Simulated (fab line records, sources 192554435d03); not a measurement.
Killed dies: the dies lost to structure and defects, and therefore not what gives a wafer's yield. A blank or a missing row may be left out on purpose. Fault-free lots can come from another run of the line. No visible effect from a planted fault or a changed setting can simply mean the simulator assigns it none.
fab line records	flow n5_finfet
[record] lots = 11	wafers = 32	last_day = 18
route steps=1938 shown BEOL_M13@1704 BEOL_M14@1730
lots with no fault: from the same line, run without faults
start_h: the number of hours between the record's first day and the start of the first shown wafer of the lot	wait_h: time in hours since the lot's previous step	" unchanged from the row above	L1.1+2: one row covering several wafers at once	- value missing, or start not given	* or withheld: withheld	< > ~ a bound
route shown NAME@n: names a module that has steps shown in the file, with the first one's number in the route	usual: average and standard deviation across the fault-free wafers	same: alike in all rows	chamber/n: place in a boat	sites: readings site by site	_std_site: the values' standard deviation	_edge_site: mean of outer sites minus mean of inner sites	radius_mm: for every site, how far away it sits from the centre of the wafer	mask NAME#n: copy n	behind: the most recent tool/chamber to have shaped the wafer	hold: the reason the lot was held/the length of the hold in hours/how it ended	device: which transistor (n, p or np) failed to switch	end of line: tests of these same wafers at the route's end	a step with no rows: only its recipe	killed: count of dies lost to structure and defects at first sort (not the wafer's yield)	map: per-die view of a wafer (x killed, . not killed, _ where there is no die)
set.NAME: the setting the step ran with; set.NAME@STEP: the setting that earlier step ran with	model.NAME: the simulator's own value behind a step, which no gauge read
steps of the route over a sample of lots; a table a step, a row a wafer
services: from which hour (start_h, from the record's first day; less than 0 if before it) a tool's chamber was out of use, for how many hours, and why
[[steps]]
[step N5_BEOL_M13_PRE_CLEAN_42]
[recipe] gas = H2/He	time_s = 30	temp_c = 250
[usual] heater_power_w = 334/48
lot.wafer	tool	chamber	start_h	wait_h	heater_power_w
L656.3	pvd_sputter-02	-	261.80	0.0	423
L656.4	"	-	"	"	421
L656.5	"	-	"	"	345
L657.2	pvd_sputter-03	-	263.16	0.0	289
L657.3	"	-	"	"	327
L657.6	"	-	"	"	321
L660.1	pvd_sputter-01	-	290.33	0.0	297
L660.4	"	-	"	"	323
L660.5	"	-	"	"	349
L662.1	pvd_sputter-01	-	296.88	0.0	346
L662.2	"	-	"	"	347
L662.3	"	-	"	"	298
L667.2	pvd_sputter-02	-	314.88	0.0	422
L667.5	"	-	"	"	348
L667.6	"	-	"	"	249
L666.1	pvd_sputter-01	-	324.43	0.0	347
L666.4	"	-	"	"	327
L666.5	"	-	"	"	302
L670.2	pvd_sputter-02	-	351.80	0.0	247
L670.4	"	-	"	"	426
L670.6	"	-	"	"	420
L671.1	pvd_sputter-01	-	357.41	0.0	295
L671.3	"	-	"	"	327
L671.6	"	-	"	"	294
L674.1	pvd_sputter-02	-	392.65	0.0	245
L674.2	"	-	"	"	343
L674.6	"	-	"	"	347
L675.1	pvd_sputter-02	-	395.59	0.0	249
L675.3	"	-	"	"	432
L677.2	pvd_sputter-01	-	406.63	0.0	347
L677.4	"	-	"	"	343
L677.6	"	-	"	"	358
[step N5_BEOL_M13_RS_MEAS_54]
[recipe] thk_meas_gauge = four-point-probe	reads = Cu_of_BEOL_M13_ECD_47+Ta_of_BEOL_M13_SPUTTER_44+TaN_of_BEOL_M13_SPUTTER_43
[usual] M13_RS = 0.0453/0.00058
lot.wafer	tool	chamber	start_h	wait_h	M13_RS[ohm/sq]
L656.3	film_metro-02	-	263.00	0.1	0.0456
L656.4	"	-	"	"	0.0449
L656.5	"	-	"	"	0.0443
L657.2	film_metro-02	-	264.64	0.1	0.0445
L657.3	"	-	"	"	0.0455
L657.6	"	-	"	"	0.0451
L660.1	film_metro-01	-	291.53	0.0	0.0468
L660.4	"	-	"	"	0.0455
L660.5	"	-	"	"	0.0462
L662.1	film_metro-02	-	298.59	0.0	0.0448
L662.2	"	-	"	"	0.0444
L662.3	"	-	"	"	0.0464
L667.2	film_metro-02	-	316.09	0.1	0.0451
L667.5	"	-	"	"	0.0460
L667.6	"	-	"	"	0.0452
L666.1	film_metro-01	-	325.65	0.0	0.0458
L666.4	"	-	"	"	0.0453
L666.5	"	-	"	"	0.0456
L670.2	film_metro-02	-	353.00	0.1	0.0446
L670.4	"	-	"	"	0.0453
L670.6	"	-	"	"	0.0446
L671.1	film_metro-02	-	359.74	0.1	0.0450
L671.3	"	-	"	"	0.0452
L671.6	"	-	"	"	0.0450
L674.1	film_metro-02	-	393.88	0.1	0.0455
L674.2	"	-	"	"	0.0450
L674.6	"	-	"	"	0.0456
L675.1	film_metro-01	-	396.83	0.1	0.0453
L675.3	"	-	"	"	0.0453
L677.2	film_metro-01	-	407.86	0.1	0.0457
L677.4	"	-	"	"	0.0455
L677.6	"	-	"	"	0.0456
[step N5_BEOL_M14_ETCH_59]
[recipe] chemistry = N2/H2	target = BARC	target_depth_a = 890	overetch_a = 267	time_s = 67.9	ion_energy_ev = 200	pressure_mtorr = 30	source_w = 840	bias_w = 150	n2_flow_sccm = 200	h2_flow_sccm = 200
[usual] drypump_motor_current_A = 5.8/0.43	h2_flow_sccm = 200.0/0.63	oes_product_au = 0.70/0.069	rf_vpp_V = 524.6/2.7	showerhead_plenum_p_Torr = 2.57/0.096	throttle_valve_pct = 17.82/0.25
lot.wafer	tool	chamber	start_h	wait_h	drypump_motor_current_A	h2_flow_sccm	oes_product_au	rf_hours_counter_h	rf_vpp_V	showerhead_plenum_p_Torr	throttle_valve_pct
L656.3	rie_diel-04	1	263.86	0.0	6.1	199.8	0.69	95	524.5	2.57	17.76
L656.4	"	0	"	"	6.4	200.7	0.79	15	525.7	2.58	18.08
L656.5	"	0	"	"	6.4	200.6	0.79	-	525.1	2.58	18.08
L657.2	rie_diel-05	3	265.32	0.0	5.7	199.9	0.58	245	521.2	2.50	17.84
L657.3	"	2	"	"	5.1	199.1	0.73	50	527.1	2.71	17.63
L657.6	"	2	"	"	5.1	198.6	0.73	-	528.6	2.71	17.64
L660.1	rie_diel-05	1	292.58	0.0	5.6	200.9	0.58	248	519.4	2.40	17.90
L660.4	"	1	"	"	5.6	200.0	0.58	-	518.8	2.39	17.90
L660.5	"	2	"	"	5.1	200.1	0.72	-	527.7	2.71	17.65
L662.1	rie_diel-05	1	299.64	0.0	5.6	199.4	0.58	252	518.5	2.39	17.91
L662.2	"	2	"	"	5.1	200.7	0.72	62	527.8	2.71	17.66
L662.3	"	0	"	"	6.6	199.9	0.65	149	527.9	2.66	18.05
L667.2	rie_diel-04	3	316.89	0.0	5.7	199.5	0.74	41	525.3	2.59	17.69
L667.5	"	2	"	"	5.5	200.1	0.59	-	520.3	2.41	17.99
L667.6	"	1	"	"	6.1	199.8	0.68	-	524.0	2.57	17.78
L666.1	rie_diel-04	3	326.33	0.0	5.7	199.9	0.72	43	524.6	2.59	17.71
L666.4	"	0	"	"	6.4	200.3	0.74	37	524.5	2.57	18.10
L666.5	"	0	"	"	6.4	198.6	0.74	-	526.0	2.57	18.10
L670.2	rie_diel-04	3	353.75	0.0	5.7	220.0	0.72	53	525.9	2.64	18.36
L670.4	"	2	"	"	5.5	200.9	0.58	245	520.0	2.41	18.01
L670.6	"	2	"	"	5.5	199.9	0.59	-	520.5	2.41	18.01
L671.1	rie_diel-04	3	360.56	0.0	5.7	219.2	0.72	55	525.5	2.64	18.34
L671.3	"	2	"	"	5.5	200.2	0.58	247	520.5	2.41	18.01
L671.6	"	1	"	"	6.1	200.5	0.67	-	523.7	2.56	17.81
L674.1	rie_diel-03	1	394.78	0.0	5.8	200.0	0.66	111	523.0	2.57	18.19
L674.2	"	2	"	"	5.9	200.6	0.74	52	527.2	2.68	17.39
L674.6	"	2	"	"	5.9	200.1	0.74	-	527.5	2.68	17.38
L675.1	rie_diel-05	3	397.51	0.0	5.7	200.2	0.76	33	522.9	2.48	17.52
L675.3	"	1	"	"	5.6	199.7	0.77	21	527.5	2.70	17.61
L677.2	rie_diel-05	3	408.67	0.0	5.7	200.4	0.76	35	521.6	2.48	17.53
L677.4	"	0	"	"	6.6	200.2	0.64	187	527.4	2.64	18.12
L677.6	"	3	"	"	5.7	199.4	0.76	-	522.2	2.48	17.52
[step N5_BEOL_M14_STRIP_63]
[recipe] chemistry = O2	power_w = 600	temp_c = 60	pressure_mtorr = 30	rf_frequency_hz = 6e+07	bias_power_w = 0	overash_fraction = 0.3	o2_flow_sccm = 225
[usual] drypump_motor_current_A = 5.8/0.43	oes_product_au = 0.81/0.086	rf_vpp_V = 3.6/0.88	showerhead_plenum_p_Torr = 2.12/0.071	throttle_valve_pct = 16.61/0.24
lot.wafer	tool	chamber	start_h	wait_h	drypump_motor_current_A	oes_product_au	rf_hours_counter_h	rf_vpp_V	showerhead_plenum_p_Torr	throttle_valve_pct
L656.3	rie_diel-04	1	-	-	6.1	0.81	95	2.6	2.10	16.45
L656.4	"	0	"	"	6.4	0.93	15	4.0	2.14	16.84
L656.5	"	0	"	"	6.4	0.93	-	5.2	2.14	16.88
L657.2	rie_diel-05	3	-	-	5.7	0.68	245	5.1	2.08	16.81
L657.3	"	2	"	"	5.1	0.86	50	2.9	2.20	16.16
L657.6	"	2	"	"	5.1	0.86	-	3.1	2.20	16.17
L660.1	rie_diel-05	1	-	-	5.6	0.68	249	4.5	1.96	16.68
L660.4	"	1	"	"	5.6	0.68	-	5.9	1.96	16.65
L660.5	"	2	"	"	5.1	0.84	-	4.1	2.20	16.17
L662.1	rie_diel-05	1	-	-	5.6	0.67	252	4.2	1.96	16.65
L662.2	"	2	"	"	5.1	0.84	62	4.2	2.19	16.19
L662.3	"	0	"	"	6.6	0.75	149	3.2	2.18	16.74
L667.2	rie_diel-04	3	-	-	5.7	0.88	41	3.6	2.15	16.62
L667.5	"	2	"	"	5.4	0.68	-	2.2	2.00	16.89
L667.6	"	1	"	"	6.1	0.80	-	2.6	2.10	16.49
L666.1	rie_diel-04	3	-	-	5.7	0.86	43	3.4	2.15	16.63
L666.4	"	0	"	"	6.4	0.89	37	5.7	2.13	16.90
L666.5	"	0	"	"	6.3	0.89	-	3.6	2.13	16.90
L670.2	rie_diel-04	3	-	-	5.7	0.84	53	3.1	2.15	16.64
L670.4	"	2	"	"	5.5	0.67	245	2.8	2.00	16.91
L670.6	"	2	"	"	5.5	0.68	-	3.7	2.00	16.85
L671.1	rie_diel-04	3	-	-	5.7	0.86	55	2.8	2.15	16.66
L671.3	"	2	"	"	5.5	0.68	248	5.2	2.00	16.88
L671.6	"	1	"	"	6.1	0.78	-	2.6	2.09	16.51
L674.1	rie_diel-03	1	-	-	5.7	0.75	111	2.6	2.10	16.75
L674.2	"	2	"	"	5.8	0.86	52	4.1	2.21	16.35
L674.6	"	2	"	"	5.9	0.85	-	4.3	2.22	16.30
L675.1	rie_diel-05	3	-	-	5.7	0.90	33	2.8	2.07	16.45
L675.3	"	1	"	"	5.6	0.91	21	2.5	2.21	16.28
L677.2	rie_diel-05	3	-	-	5.7	0.90	35	2.4	2.07	16.47
L677.4	"	0	"	"	6.6	0.74	187	2.5	2.16	16.79
L677.6	"	3	"	"	5.7	0.90	-	4.8	2.07	16.43
[[services]]
tool	chamber	start_h	hours	kind
rie_diel-03	3	248.74	6.3	repair
rie_diel-04	3	251.44	4.5	repair
rie_diel-05	3	256.33	3.1	repair
rie_diel-03	2	262.22	1.6	repair
rie_diel-04	1	270.31	3.5	repair
rie_diel-05	3	283.27	-	clean
rie_diel-05	3	283.27	-	consumable_replace:focus_ring
rie_diel-05	3	283.27	22.0	scheduled_down
rie_diel-05	3	283.27	22.0	vent_cycle
rie_diel-03	2	283.29	16.3	repair
rie_diel-05	2	309.40	3.4	repair
pvd_sputter-03	-	313.96	11.4	repair
rie_diel-05	3	320.86	5.4	repair
pvd_sputter-01	-	331.34	3.0	repair
pvd_sputter-01	-	337.39	1.7	repair
rie_diel-03	1	344.53	6.7	repair
rie_diel-04	0	355.13	2.6	repair
rie_diel-04	2	368.35	-	clean
rie_diel-04	2	368.35	-	consumable_replace:focus_ring
rie_diel-04	2	368.35	-	consumable_replace:showerhead
rie_diel-04	2	368.35	16.0	scheduled_down
rie_diel-04	2	368.35	16.0	vent_cycle
rie_diel-05	1	376.36	4.9	repair
rie_diel-04	0	406.67	2.9	repair
[[key]]
[first_sign] step = N5_BEOL_M14_ETCH_59	reading = h2_flow_sccm	direction = up	sigmas = 31	usual = 200.0	struck = 219.6
effect none on later readings
met_at N5_BEOL_M14_ETCH_59
struck_lots L670,L671
struck_wafers L670.2,L671.1
not_acting_at N5_BEOL_M13_PRE_CLEAN_42,N5_BEOL_M13_RS_MEAS_54,N5_BEOL_M14_STRIP_63
onset_between 326.33 353.75
[fault] kind = process_parameter_drift	tool = rie_diel-04	chamber = 3	onset_h = 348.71	steps = N5_BEOL_M14_ETCH_59	channel = h2_flow_sccm	offset = 20	shape = step	end_h = 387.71	acts_in = these_recipes_only	stated = 200
